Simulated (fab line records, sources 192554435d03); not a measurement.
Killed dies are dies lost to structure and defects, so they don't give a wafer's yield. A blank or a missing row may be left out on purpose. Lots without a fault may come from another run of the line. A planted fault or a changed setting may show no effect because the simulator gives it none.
fab line records | flow n5_finfet
record lots=7 wafers=21
route steps=1938 shown WELL_APT@36 PMOS_HMC_CHANNEL_EPI@63 FIN_SAQP@147 DUMMY_GATE@223
start_h: hours from the record's first day to the start of the lot's first wafer shown | wait_h: hours since the lot's step before | " the same as in the row above | L1.1+2: a row that stands for several wafers | - no value, or no start given | * or withheld: withheld | < > ~ a bound
route shown NAME@n: a module of which the file shows steps, and the number in the route of the first | usual: mean/standard deviation of fault-free wafers | same: alike in all rows | chamber/n: place in a boat | sites: the reading at each site | _std_site: their standard deviation | _edge_site: outer sites' mean less inner sites' | radius_mm: how far each site lies from the wafer's centre | mask NAME#n: copy n | behind: the tool/chamber that last shaped the wafer | hold: why the lot was held/for how many hours/how that ended | device: the transistor (n, p or np) that didn't switch | end of line: the same wafers' tests at the end of the route | a step without rows: its recipe alone | killed: dies lost to structure and defects at the first sort, not the wafer's yield | map: a wafer's dies, x killed, . not, _ none there
set.NAME: the setting as run; set.NAME@STEP: as run at that earlier step | model.NAME: the simulator's own value behind a step, which no gauge read
lots whose settings were changed on purpose; a table a step, a row a wafer
## steps
# step N5_WELL_APT_COAT_19
# recipe spin_rpm=1357 resist_thk_nm=950
# columns lot.wafer tool chamber start_h wait_h set.spin_rpm model.coat_of_WELL_APT_COAT_19.thk_nm
L074.3 litho_track-03 0 - - 1234 1001
L074.4 " 0 " " 1234 1002
L074.6 " 0 " " 1357 950.6
L075.2 litho_track-05 0 - - 1357 950.2
L075.3 " 0 " " 1357 948.2
L075.5 " 0 " " 1488 907.8
L083.2 litho_track-05 0 - - 1357 950.1
L083.3 " 0 " " 1357 949.4
L083.4 " 0 " " 1400 936.8
L088.2 litho_track-05 0 - - 1357 950.9
L088.3 " 0 " " 1357 951.4
L088.5 " 0 " " 1357 952.9
L091.3 litho_track-01 0 - - 1357 949.5
L091.4 " 0 " " 1357 949
L091.5 " 0 " " 1357 952.2
L096.1+3 litho_track-03 0 - - 1357 950.5
L096.2 " 0 " " 1261 982.2
L097.2 litho_track-03 0 - - 1503 897
L097.3 " 0 " " 1503 899.3
L097.4 " 0 " " 1357 945.2
# step N5_WELL_APT_PEB_23
# recipe peb_temp_c=130 peb_time_s=90
# columns lot.wafer tool chamber start_h wait_h set.peb_temp_c
L074.3 litho_track-03 0 14.99 0.0 131
L074.4+6 " 0 " " 130
L075.2+5 litho_track-03 0 20.87 0.0 130
L075.3 " 0 " " 129
L083.2 litho_track-01 0 68.58 0.0 126.9
L083.3+4 " 0 " " 130
L088.2+3+5 litho_track-05 0 98.84 0.0 130
L091.3 litho_track-01 0 116.72 0.0 130
L091.4+5 " 0 " " 128.7
L096.1+2+3 litho_track-01 0 146.66 0.1 130
L097.2+3+4 litho_track-03 0 156.93 0.0 130
# step N5_WELL_APT_DEVELOP_24
# recipe develop_time_s=45 rinse_liquid=surfactant_rinse dry=air_spin dev_temp_c=21
# step N5_WELL_APT_HARDBAKE_29
# recipe temp_c=130 time_s=120
# step N5_WELL_APT_CD_MEAS_25
# recipe target_cd_nm=200 landing_energy_ev=500 detector=se_inlens
# usual cd_nm=200.6/1.4
# columns lot.wafer tool chamber start_h wait_h set.peb_temp_c@WELL_APT_PEB_23 cd_nm
L074.3 cd_sem-02 0 15.11 - 131 205.1
L074.4 " 0 " " 130 201.7
L074.6 " 0 " " 130 202.5
L075.2 cd_sem-02 0 20.98 - 130 198.7
L075.3 " 0 " " 129 196.4
L075.5 " 0 " " 130 203.6
L083.2 cd_sem-03 0 68.69 - 126.9 180.6
L083.3 " 0 " " 130 201.0
L083.4 " 0 " " 130 202.2
L088.2 cd_sem-01 0 98.96 - 130 197.7
L088.3 " 0 " " 130 196.4
L088.5 " 0 " " 130 198.4
L091.3 cd_sem-03 0 116.84 - 130 200.7
L091.4 " 0 " " 128.7 193.6
L091.5 " 0 " " 128.7 193.1
L096.1 cd_sem-01 0 146.77 - 130 199.8
L096.2 " 0 " " 130 196.8
L096.3 " 0 " " 130 198.5
L097.2 cd_sem-01 0 157.05 - 130 202.9
L097.3 " 0 " " 130 201.8
L097.4 " 0 " " 130 199.9
# step N5_WELL_APT_DESCUM_30
# recipe chemistry=O2 time_s=7.9 source_power_w=50 bias_power_w=20 pressure_mtorr=20 rf_frequency_hz=2.712e+07 temp_c=40 o2_flow_sccm=225
# columns lot.wafer tool chamber start_h wait_h set.peb_temp_c@WELL_APT_PEB_23 model.WELL_APT.cd_nm
L074.3 rie_diel-01 2 15.20 0.0 131 205.3
L074.4 " 3 " " 130 201.8
L074.6 " 1 " " 130 202.6
L075.2 rie_diel-03 0 21.07 0.0 130 198.7
L075.3 " 3 " " 129 196.6
L075.5 " 1 " " 130 204
L083.2 rie_diel-04 0 68.91 0.2 126.9 180.6
L083.3 " 2 " " 130 201.1
L083.4 " 1 " " 130 202
L088.2 rie_diel-01 3 99.05 0.0 130 197.8
L088.3 " 0 " " 130 196.7
L088.5 " 3 " " 130 198.1
L091.3 rie_diel-01 3 116.92 0.0 130 200.7
L091.4 " 2 " " 128.7 193.8
L091.5 " 2 " " 128.7 193
L096.1 rie_diel-01 3 146.86 0.0 130 199.7
L096.2 " 0 " " 130 196.8
L096.3 " 1 " " 130 198.8
L097.2 rie_diel-01 1 157.22 0.1 130 203
L097.3 " 0 " " 130 201.8
L097.4 " 3 " " 130 200.1
# step N5_PMOS_HMC_CHANNEL_EPI_PEB_07
# recipe peb_temp_c=110 peb_time_s=60 resist=CAR-ArF-block
# columns lot.wafer tool chamber start_h wait_h set.peb_temp_c
L074.3+4 litho_track-04 0 17.08 0.0 111.1
L074.6 " 0 " " 110
L075.2 litho_track-04 0 23.56 0.0 110
L075.3+5 " 0 " " 108.4
L083.2+3+4 litho_track-04 0 71.75 0.0 110
L088.2+3+5 litho_track-01 0 101.52 0.0 110
L091.3 litho_track-02 0 119.43 0.0 111.1
L091.4+5 " 0 " " 110
L096.1+2+3 litho_track-02 0 150.11 0.1 112.4
L097.2+3+4 litho_track-01 0 159.43 0.0 110
# step N5_PMOS_HMC_CHANNEL_EPI_DEVELOP_08
# recipe develop_time_s=30 developer=TMAH resist=CAR-ArF-block dev_temp_c=23 rinse_liquid=diw dry=air_spin
# columns lot.wafer tool chamber start_h wait_h set.develop_time_s
L074.3+4+6 litho_track-04 0 - - 30
L075.2+5 litho_track-04 0 - - 24.19
L075.3 " 0 " " 30
L083.2+3+4 litho_track-04 0 - - 30
L088.2+3+5 litho_track-01 0 - - 30
L091.3+4 litho_track-02 0 - - 30
L091.5 " 0 " " 35.83
L096.1+2 litho_track-02 0 - - 30
L096.3 " 0 " " 36.17
L097.2+3+4 litho_track-01 0 - - 30
# step N5_PMOS_HMC_CHANNEL_EPI_CD_MEAS_09
# recipe target_cd_nm=237.4 landing_energy_ev=500 detector=se_inlens
# usual cd_nm=236.8/0.87
# columns lot.wafer tool chamber start_h wait_h set.peb_temp_c@PMOS_HMC_CHANNEL_EPI_PEB_07 cd_nm
L074.3 cd_sem-01 0 17.15 - 111.1 241.0
L074.4 " 0 " " 111.1 241.7
L074.6 " 0 " " 110 238.1
L075.2 cd_sem-02 0 23.62 - 110 235.5
L075.3 " 0 " " 108.4 230.8
L075.5 " 0 " " 108.4 229.5
L083.2 cd_sem-01 0 71.81 - 110 239.2
L083.3 " 0 " " 110 238.1
L083.4 " 0 " " 110 237.8
L088.2 cd_sem-01 0 101.59 - 110 237.3
L088.3 " 0 " " 110 237.0
L088.5 " 0 " " 110 237.6
L091.3 cd_sem-03 0 119.49 - 111.1 239.6
L091.4 " 0 " " 110 236.4
L091.5 " 0 " " 110 237.4
L096.1 cd_sem-01 0 150.17 - 112.4 244.3
L096.2 " 0 " " 112.4 243.3
L096.3 " 0 " " 112.4 245.6
L097.2 cd_sem-03 0 159.50 - 110 236.4
L097.3 " 0 " " 110 236.6
L097.4 " 0 " " 110 235.7
# step N5_PMOS_HMC_CHANNEL_EPI_DESCUM_14
# recipe chemistry=O2 time_s=7.9 source_power_w=50 bias_power_w=20 pressure_mtorr=20 rf_frequency_hz=2.712e+07 temp_c=40 resist=CAR-ArF-block o2_flow_sccm=225
# columns lot.wafer tool chamber start_h wait_h set.peb_temp_c@PMOS_HMC_CHANNEL_EPI_PEB_07 model.PMOS_HMC_CHANNEL_EPI.cd_nm
L074.3 rie_diel-06 2 17.23 0.0 111.1 241.3
L074.4 " 1 " " 111.1 241.8
L074.6 " 0 " " 110 238
L075.2 rie_diel-06 2 23.71 0.0 110 235.3
L075.3 " 1 " " 108.4 231
L075.5 " 0 " " 108.4 229.5
L083.2 rie_diel-02 0 71.90 0.0 110 239.5
L083.3 " 1 " " 110 238.1
L083.4 " 2 " " 110 238
L088.2 rie_diel-02 3 101.68 0.0 110 237.1
L088.3 " 1 " " 110 237.2
L088.5 " 3 " " 110 237.8
L091.3 rie_diel-02 2 119.58 0.0 111.1 239.8
L091.4 " 0 " " 110 236.2
L091.5 " 1 " " 110 237.7
L096.1 rie_diel-02 2 150.26 0.0 112.4 244.2
L096.2 " 1 " " 112.4 243.6
L096.3 " 3 " " 112.4 245.8
L097.2+3 rie_diel-02 2,3 159.59 0.0 110 236.3
L097.4 " 0 " " 110 235.7
# step N5_PMOS_HMC_CHANNEL_EPI_ETCH_32
# recipe chemistry=N2/H2 target=BARC stop_on=SiO2 target_depth_a=858 over_etch_frac=0.3 time_s=50.3 ion_energy_ev=200 mask_material=CAR-ArF-block pressure_mtorr=30 source_w=840 bias_w=150 n2_flow_sccm=200 h2_flow_sccm=200
# columns lot.wafer tool chamber start_h wait_h set.peb_temp_c@PMOS_HMC_CHANNEL_EPI_PEB_07 model.PMOS_HMC_CHANNEL_EPI.cd_nm
L074.3 rie_diel-06 2 17.27 0.0 111.1 243.6
L074.4 " 1 " " 111.1 243.9
L074.6 " 0 " " 110 241.3
L075.2 rie_diel-06 2 23.75 0.0 110 237
L075.3 " 1 " " 108.4 233.1
L075.5 " 0 " " 108.4 232.3
L083.2 rie_diel-02 0 71.94 0.0 110 242.3
L083.3 " 1 " " 110 241
L083.4 " 2 " " 110 240.7
L088.2 rie_diel-02 3 101.71 0.0 110 240.3
L088.3 " 1 " " 110 239.8
L088.5 " 3 " " 110 241
L091.3 rie_diel-02 2 119.61 0.0 111.1 242.2
L091.4 " 0 " " 110 239.4
L091.5 " 1 " " 110 240.6
L096.1 rie_diel-02 2 150.30 0.0 112.4 246.6
L096.2 " 1 " " 112.4 246.2
L096.3 " 3 " " 112.4 248.7
L097.2 rie_diel-02 2 159.62 0.0 110 239
L097.3 " 3 " " 110 239.1
L097.4 " 0 " " 110 239.4
# step N5_PMOS_HMC_CHANNEL_EPI_HM_OPEN_15
# recipe chemistry=CHF3/O2 target=SiO2 mask_material=CAR-ArF-block target_depth_a=406 CHF3_flow_sccm=50 O2_flow_sccm=5 Ar_flow_sccm=200 time_s=20.3 pressure_mtorr=30 source_w=650 bias_w=170 ion_energy_ev=200
# columns lot.wafer tool chamber start_h wait_h set.peb_temp_c@PMOS_HMC_CHANNEL_EPI_PEB_07 model.PMOS_HMC_CHANNEL_EPI.cd_nm
L074.3 rie_diel-06 2 17.31 0.0 111.1 243.6
L074.4 " 1 " " 111.1 243.9
L074.6 " 0 " " 110 241.2
L075.2 rie_diel-06 2 23.79 0.0 110 237
L075.3 " 1 " " 108.4 233.2
L075.5 " 0 " " 108.4 232.3
L083.2 rie_diel-02 0 71.98 0.0 110 242.2
L083.3 " 1 " " 110 241
L083.4 " 2 " " 110 240.7
L088.2 rie_diel-02 3 101.75 0.0 110 240.4
L088.3 " 1 " " 110 239.8
L088.5 " 3 " " 110 241
L091.3 rie_diel-02 2 119.66 0.0 111.1 242.1
L091.4 " 0 " " 110 239.3
L091.5 " 1 " " 110 240.6
L096.1 rie_diel-02 2 150.34 0.0 112.4 246.7
L096.2 " 1 " " 112.4 246.2
L096.3 " 3 " " 112.4 248.7
L097.2+3 rie_diel-02 2,3 159.66 0.0 110 239.1
L097.4 " 0 " " 110 239.3
# step N5_FIN_SAQP_FIN_ETCH_36
# recipe chemistry=HBr/Cl2/O2 target_depth_a=1200 mask_material=SiNx time_s=50.4 bias_w=102 pressure_mtorr=10 icp_w=800 HBr_flow_sccm=150 Cl2_flow_sccm=80 O2_flow_sccm=12
# columns lot.wafer tool chamber start_h wait_h set.icp_w model.FIN_SAQP.feature_depth_nm model.etch.depth_nm
L074.3 rie_si-05 2 26.46 0.0 800 119.6 119.6
L074.4 " 0 " " 747.4 114.6 114.6
L074.6 " 0 " " 747.4 115 115
L075.2 rie_si-05 1 32.09 0.0 743.3 115.6 115.7
L075.3 " 0 " " 800 119.6 119.6
L075.5 " 2 " " 743.3 115.8 115.8
L083.2 rie_si-05 1 80.52 0.0 899.5 125.4 125.5
L083.3 " 3 " " 899.5 124.2 124.3
L083.4 " 2 " " 899.5 126.8 126.9
L088.2 rie_si-03 0 111.68 0.0 800 119.4 119.4
L088.3 " 1 " " 800 120.6 120.6
L088.5 " 1 " " 800 120.4 120.4
L091.3 rie_si-05 2 127.71 0.0 800 120 119.9
L091.4 " 1 " " 694.7 111.2 111.2
L091.5 " 0 " " 800 120.8 120.8
L096.1 rie_si-03 2 160.95 0.0 936 127.6 127.6
L096.2 " 3 " " 800 117.4 117.3
L096.3 " 1 " " 936 129.6 129.6
L097.2 rie_si-04 0 167.57 0.0 671.4 110.8 110.9
L097.3 " 2 " " 800 120 120
L097.4 " 1 " " 671.4 112.2 112.3
# step N5_FIN_SAQP_PRECLEAN_38
# recipe chemistry=O3/DIW time_s=45 temp_c=22 o3_ppm=10
# step N5_FIN_SAQP_PRECLEAN_45
# recipe chemistry=dHF time_s=10 dilution=500:1 temp_c=25
# step N5_FIN_SAQP_SRD_39
# recipe dry=ipa_marangoni time_s=30 temp_c=23 rinse_liquid=diw
# step N5_FIN_SAQP_OCD_MEAS_76
# usual trench_depth_nm=119.8/1.6
# columns lot.wafer tool chamber start_h wait_h set.icp_w@FIN_SAQP_FIN_ETCH_36 trench_depth_nm
L074.3 ocd-02 - 26.68 0.0 800 119.0
L074.4 " - " " 747.4 114.3
L074.6 " - " " 747.4 115.1
L075.2 ocd-01 - 32.32 0.0 743.3 115.9
L075.3 " - " " 800 119.7
L075.5 " - " " 743.3 115.6
L083.2 ocd-02 - 80.74 0.0 899.5 125.6
L083.3 " - " " 899.5 124.3
L083.4 " - " " 899.5 126.5
L088.2 ocd-02 - 111.90 0.0 800 119.9
L088.3 " - " " 800 120.8
L088.5 " - " " 800 120.4
L091.3 ocd-02 - 127.93 0.0 800 119.8
L091.4 " - " " 694.7 111.3
L091.5 " - " " 800 120.8
L096.1 ocd-01 - 161.17 0.0 936 127.4
L096.2 " - " " 800 117.4
L096.3 " - " " 936 129.5
L097.2 ocd-01 - 167.79 0.0 671.4 111.1
L097.3 " - " " 800 120.4
L097.4 " - " " 671.4 112.2
# step N5_DUMMY_GATE_COAT_35
# recipe resist=SiARC temp_c=220 time_s=60 spin_rpm=1500 resist_thk_nm=10
# columns lot.wafer tool chamber start_h wait_h set.spin_rpm model.SiARC_of_DUMMY_GATE_COAT_35.thk_nm
L074.3 litho_track-02 0 - - 1500 10
L074.4+6 " 0 " " 1605 9.6
L075.2 litho_track-04 0 - - 1500 10
L075.3+5 " 0 " " 1393 10.4
L083.2+4 litho_track-02 0 - - 1500 10
L083.3 " 0 " " 1655 9.6
L088.2+3+5 litho_track-05 0 - - 1500 10
L091.3 litho_track-05 0 - - 1373 10.4
L091.4+5 " 0 " " 1500 10
L096.1 litho_track-05 0 - - 1663 9.6
L096.2 " 0 " " 1500 10
L096.3 " 0 " " 1663 9.4
L097.2 litho_track-02 0 - - 1500 10
L097.3+4 " 0 " " 1543 9.8
## key
split step=N5_WELL_APT_COAT_19 setting=spin_rpm stated=1357 by=wafer
response step=N5_WELL_APT_COAT_19 reading=model.coat_of_WELL_APT_COAT_19.thk_nm change=-4.65 per=1% r=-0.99
split step=N5_WELL_APT_PEB_23 setting=peb_temp_c stated=130 by=wafer
response step=N5_WELL_APT_CD_MEAS_25 reading=cd_nm change=+8.05 per=1% r=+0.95
response step=N5_WELL_APT_DESCUM_30 reading=model.WELL_APT.cd_nm change=+8.04 per=1% r=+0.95
split step=N5_PMOS_HMC_CHANNEL_EPI_PEB_07 setting=peb_temp_c stated=110 by=wafer
response step=N5_PMOS_HMC_CHANNEL_EPI_CD_MEAS_09 reading=cd_nm change=+3.32 per=1% r=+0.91
response step=N5_PMOS_HMC_CHANNEL_EPI_DESCUM_14 reading=model.PMOS_HMC_CHANNEL_EPI.cd_nm change=+3.33 per=1% r=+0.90
response step=N5_PMOS_HMC_CHANNEL_EPI_ETCH_32 reading=model.PMOS_HMC_CHANNEL_EPI.cd_nm change=+2.64 per=1% r=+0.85
response step=N5_PMOS_HMC_CHANNEL_EPI_HM_OPEN_15 reading=model.PMOS_HMC_CHANNEL_EPI.cd_nm change=+2.66 per=1% r=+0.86
split step=N5_PMOS_HMC_CHANNEL_EPI_DEVELOP_08 setting=develop_time_s stated=30 by=wafer
response none clear
split step=N5_FIN_SAQP_FIN_ETCH_36 setting=icp_w stated=800 by=wafer
response step=N5_FIN_SAQP_FIN_ETCH_36 reading=model.FIN_SAQP.feature_depth_nm change=+0.623 per=1% r=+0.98
response step=N5_FIN_SAQP_FIN_ETCH_36 reading=model.etch.depth_nm change=+0.622 per=1% r=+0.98
response step=N5_FIN_SAQP_OCD_MEAS_76 reading=trench_depth_nm change=+0.619 per=1% r=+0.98
split step=N5_DUMMY_GATE_COAT_35 setting=spin_rpm stated=1500 by=wafer
response step=N5_DUMMY_GATE_COAT_35 reading=model.SiARC_of_DUMMY_GATE_COAT_35.thk_nm change=-0.0474 per=1% r=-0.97
